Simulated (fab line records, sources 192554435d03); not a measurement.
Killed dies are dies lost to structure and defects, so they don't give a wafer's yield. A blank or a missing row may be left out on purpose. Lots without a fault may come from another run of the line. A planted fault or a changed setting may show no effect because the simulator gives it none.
Which tool did it? | flow n5_finfet | 10 lots, 30 wafers sampled, at 6 steps of a route of 1938

WHAT THE GAUGES READ, wafer by wafer
N5_WELL_APT_CD_MEAS_08: target cd 200 nm. Usual: cd_nm 200.5 nm, standard deviation 1.6.
lot  | measured    | on        | cd_nm (nm)        | flag
L179 | day 1 13:41 | cd_sem-01 | 199.6 199.2 199.2 |
L180 | day 1 19:41 | cd_sem-03 | 200.7 199.5 199.5 |
L183 | day 2 13:56 | cd_sem-01 | 201.2 200.8 202.7 |
L185 | day 3 01:50 | cd_sem-01 | 200.2 201.1 202.8 |
L188 | day 3 19:34 | cd_sem-01 | 199.8 199.3 196.4 |
L195 | day 5 13:34 | cd_sem-03 | 201.7 203.6 201.9 |
L197 | day 6 02:42 | cd_sem-03 | 199.7 199.5 200.3 |
L198 | day 6 08:01 | cd_sem-03 | 197.1 199.2 200.4 |
L199 | day 6 14:25 | cd_sem-01 | 199.8 201.3 200.0 |
L202 | day 7 07:34 | cd_sem-03 | 199.3 200.6 201.7 |

N5_PMOS_HMC_CHANNEL_EPI_CD_MEAS_09: target cd 237.4 nm. Usual: cd_nm 237.8 nm, standard deviation 0.94.
lot  | measured    | on        | cd_nm (nm)        | flag
L179 | day 1 17:08 | cd_sem-03 | 239.1 237.3 237.6 |
L180 | day 1 22:58 | cd_sem-02 | 236.8 237.2 239.4 |
L183 | day 2 17:25 | cd_sem-03 | 236.8 237.6 237.2 |
L185 | day 3 05:13 | cd_sem-02 | 236.3 235.9 236.0 |
L188 | day 3 23:14 | cd_sem-01 | 239.2 234.6 238.5 |
L195 | day 5 17:38 | cd_sem-03 | 239.3 237.5 238.8 |
L197 | day 6 06:05 | cd_sem-02 | 239.3 238.5 237.7 |
L198 | day 6 11:55 | cd_sem-02 | 237.6 238.2 238.3 |
L199 | day 6 18:11 | cd_sem-01 | 237.4 237.4 237.2 |
L202 | day 7 11:49 | cd_sem-02 | 236.9 235.3 236.6 |

N5_BEOL_M4_RC_MEAS_101. Usual: DIBL_N 36.0 mV/V, standard deviation 1.7; DIBL_P 36.2 mV/V, standard deviation 1.9; IOFF_N 0.154 nA/um, standard deviation 0.028; IOFF_P 0.21 nA/um, standard deviation 0.036; ION_N 675 uA/um, standard deviation 11; ION_P 463 uA/um, standard deviation 8.3; SS_N 71.4 mV/dec, standard deviation 0.63; SS_P 73.2 mV/dec, standard deviation 0.55; VT_N 250.2 mV, standard deviation 3; VT_P -251 mV, standard deviation 3.7.
lot  | measured     | on        | DIBL_N (mV/V)  | DIBL_P (mV/V)  | IOFF_N (nA/um)    | IOFF_P (nA/um) | ION_N (uA/um) | ION_P (uA/um) | SS_N (mV/dec)  | SS_P (mV/dec)  | VT_N (mV)         | VT_P (mV)      | flag
L179 | day 9 00:48  | prober-02 | 37.5 34.2 36.4 | 37.4 33.4 35.8 | 0.178 0.133 0.157 | 0.29 0.23 0.26 | 673 672 666   | 469 475 468   | 71.7 70.0 71.2 | 73.6 73.3 73.5 | 248.0 251.1 253.0 | -242 -245 -243 |
L180 | day 9 05:26  | prober-01 | 35.0 38.3 39.0 | 33.2 38.5 38.7 | 0.116 0.186 0.196 | 0.17 0.26 0.26 | 670 688 700   | 455 474 477   | 71.2 72.9 72.4 | 73.0 73.9 73.9 | 252.2 245.6 245.2 | -252 -247 -246 |
L183 | day 10 23:41 | prober-02 | 37.7 38.0 34.4 | 38.6 38.8 34.9 | 0.180 0.185 0.128 | 0.23 0.23 0.17 | 685 679 671   | 477 467 462   | 71.5 72.4 71.1 | 73.7 73.4 72.3 | 249.5 246.9 252.7 | -247 -248 -250 |
L185 | day 12 00:50 | prober-02 | 34.7 35.7 35.7 | 35.6 36.4 36.5 | 0.134 0.155 0.146 | 0.18 0.20 0.19 | 666 679 674   | 460 461 465   | 71.4 71.4 71.2 | 72.7 72.8 72.5 | 252.2 248.9 249.6 | -252 -251 -251 |
L188 | day 12 18:04 | prober-02 | 35.3 37.6 35.9 | 34.8 36.5 35.5 | 0.139 0.168 0.142 | 0.19 0.21 0.19 | 680 674 670   | 463 459 453   | 71.2 72.3 71.2 | 73.5 73.3 73.5 | 248.6 250.2 251.0 | -253 -250 -254 |
L195 | day 14 04:01 | prober-01 | 35.8 34.4 33.4 | 35.0 34.3 32.6 | 0.147 0.138 0.119 | 0.18 0.18 0.16 | 667 684 667   | 456 466 449   | 71.2 71.4 71.3 | 73.4 73.2 72.6 | 253.0 249.5 257.5 | -254 -255 -255 |
L197 | day 15 03:25 | prober-02 | 37.2 39.3 36.8 | 37.0 38.5 36.7 | 0.177 0.221 0.175 | 0.23 0.26 0.24 | 681 682 687   | 468 466 474   | 71.8 72.9 70.9 | 73.7 73.6 74.0 | 250.5 246.6 247.1 | -249 -246 -248 |
L198 | day 15 04:00 | prober-01 | 35.2 33.8 36.6 | 32.4 32.5 35.7 | 0.128 0.107 0.150 | 0.17 0.17 0.22 | 662 669 673   | 459 462 466   | 70.8 70.2 71.1 | 72.1 72.8 72.9 | 256.1 258.0 251.3 | -253 -255 -248 |
L199 | day 15 06:22 | prober-01 | 35.8 36.0 39.1 | 35.9 36.7 38.8 | 0.150 0.158 0.214 | 0.18 0.20 0.23 | 663 665 697   | 453 462 468   | 71.1 71.2 71.9 | 72.5 72.8 73.2 | 251.4 247.5 244.7 | -251 -249 -251 |
L202 | day 15 11:02 | prober-02 | 36.1 35.9 37.9 | 36.9 34.8 39.6 | 0.145 0.148 0.192 | 0.21 0.19 0.25 | 660 662 697   | 455 456 471   | 71.4 71.4 72.3 | 73.0 72.7 73.9 | 253.2 252.0 247.7 | -253 -252 -249 |

WHICH TOOL RAN EACH LOT (tool, then ch and the chambers of the sampled wafers, then the start)
lot  | N5_ZERO_LAYER_ETCH_18           | N5_PMOS_HMC_CHANNEL_EPI_HM_DEP_34 | N5_PMOS_HMC_CHANNEL_EPI_DEVELOP_08
L179 | rie_si-01 ch 0,1,3, day 1 12:47 | pecvd-04 ch 1,2, day 1 16:51      | litho_track-04 ch 0, day 1 17:04
L180 | rie_si-05 ch 1,2,3, day 1 18:47 | pecvd-03 ch 1,2, day 1 22:41      | litho_track-01 ch 0, day 1 22:55
L183 | rie_si-05 ch 0,1,3, day 2 13:02 | pecvd-03 ch 0,2, day 2 17:01      | litho_track-05 ch 0, day 2 17:22
L185 | rie_si-01 ch 1,2,3, day 3 00:56 | pecvd-01 ch 0,2, day 3 04:49      | litho_track-01 ch 0, day 3 05:10
L188 | rie_si-03 ch 0,2, day 3 18:48   | pecvd-01 ch 0,2, day 3 22:50      | litho_track-01 ch 0, day 3 23:10
L195 | rie_si-01 ch 1,2,3, day 5 12:48 | pecvd-04 ch 0,1, day 5 17:13      | litho_track-04 ch 0, day 5 17:34
L197 | rie_si-03 ch 0,1,3, day 6 01:49 | pecvd-01 ch 1,2, day 6 05:40      | litho_track-04 ch 0, day 6 06:01
L198 | rie_si-03 ch 0,3, day 6 07:05   | pecvd-01 ch 0,1,2, day 6 11:38    | litho_track-04 ch 0, day 6 11:51
L199 | rie_si-01 ch 1,2, day 6 13:29   | pecvd-03 ch 0,1,2, day 6 17:47    | litho_track-04 ch 0, day 6 18:07
L202 | rie_si-05 ch 0,1,3, day 7 06:47 | pecvd-04 ch 0,2, day 7 11:33      | litho_track-01 ch 0, day 7 11:46
- N5_ZERO_LAYER_ETCH_18: etches Si in HBr/Cl2, target depth 120 nm, time 40 s.
- N5_PMOS_HMC_CHANNEL_EPI_HM_DEP_34: deposits SiO2 from TEOS/O2, target thk 36 nm, time 6.9 s.
- N5_PMOS_HMC_CHANNEL_EPI_DEVELOP_08: develop time 30 s.

WHAT THE TOOLS THEMSELVES READ (means of the sampled wafers that have a number; where no wafer has one, the mark that the record gives instead)
N5_ZERO_LAYER_ETCH_18. Usual: drypump_motor_current_A 5.6 A, standard deviation 0.57; oes_product_au 1.002 a.u., standard deviation 0.01; throttle_valve_pct 36.33 %, standard deviation 0.28.
lot  | tool      | drypump_motor_current_A (A) | oes_product_au (a.u.) | throttle_valve_pct (%) | flag
L179 | rie_si-01 | 5.7                         | 1.001                 | 35.94                  |
L180 | rie_si-05 | 5.5                         | 1.005                 | 36.52                  |
L183 | rie_si-05 | 5.7                         | 1.004                 | 36.39                  |
L185 | rie_si-01 | 5.6                         | 0.987                 | 36.10                  |
L188 | rie_si-03 | 5.2                         | 1.001                 | 36.47                  |
L195 | rie_si-01 | 5.6                         | 0.989                 | 36.10                  |
L197 | rie_si-03 | 5.7                         | 0.996                 | 36.43                  |
L198 | rie_si-03 | 5.3                         | 0.997                 | 36.58                  |
L199 | rie_si-01 | 5.0                         | 0.983                 | 35.94                  |
L202 | rie_si-05 | 5.7                         | 1.005                 | 36.38                  |

N5_PMOS_HMC_CHANNEL_EPI_HM_DEP_34. Usual: heater_power_w 596 W, standard deviation 87; showerhead_plenum_p_Torr 8.34 Torr, standard deviation 0.03; throttle_valve_pct 18.2 %, standard deviation 1.1.
lot  | tool     | heater_power_w (W) | showerhead_plenum_p_Torr (Torr) | throttle_valve_pct (%) | flag
L179 | pecvd-04 | 631                | 8.40                            | 19.3                   |
L180 | pecvd-03 | 584                | 8.37                            | 18.7                   |
L183 | pecvd-03 | 580                | 8.34                            | 18.5                   |
L185 | pecvd-01 | 534                | 8.32                            | 18.2                   |
L188 | pecvd-01 | 463                | 8.33                            | 18.1                   |
L195 | pecvd-04 | 755                | 8.37                            | 20.2                   |
L197 | pecvd-01 | 646                | 8.34                            | 17.2                   |
L198 | pecvd-01 | 615                | 8.34                            | 17.7                   |
L199 | pecvd-03 | 588                | 8.35                            | 18.6                   |
L202 | pecvd-04 | 593                | 8.36                            | 18.6                   |

THE ANSWER, worked out from the rows above alone
Rule: a lot is off if the mean of its wafers that have a number lies more than 3 standard deviations from the usual mean. A lot without any number at a reading at which 4 lots or more have one is off too. The other lots that the step has rows for count as sound. The gauges are gone through in route order, then the tools' own readings, and for those a lot's mean is taken as printed above. The first step at which some lot is off is used, and at that step the reading that is off furthest; a lot without a number counts as furthest.
No lot is off at any reading shown: from this, nothing can be told.

WHAT THE SIMULATOR HAD PUT IN
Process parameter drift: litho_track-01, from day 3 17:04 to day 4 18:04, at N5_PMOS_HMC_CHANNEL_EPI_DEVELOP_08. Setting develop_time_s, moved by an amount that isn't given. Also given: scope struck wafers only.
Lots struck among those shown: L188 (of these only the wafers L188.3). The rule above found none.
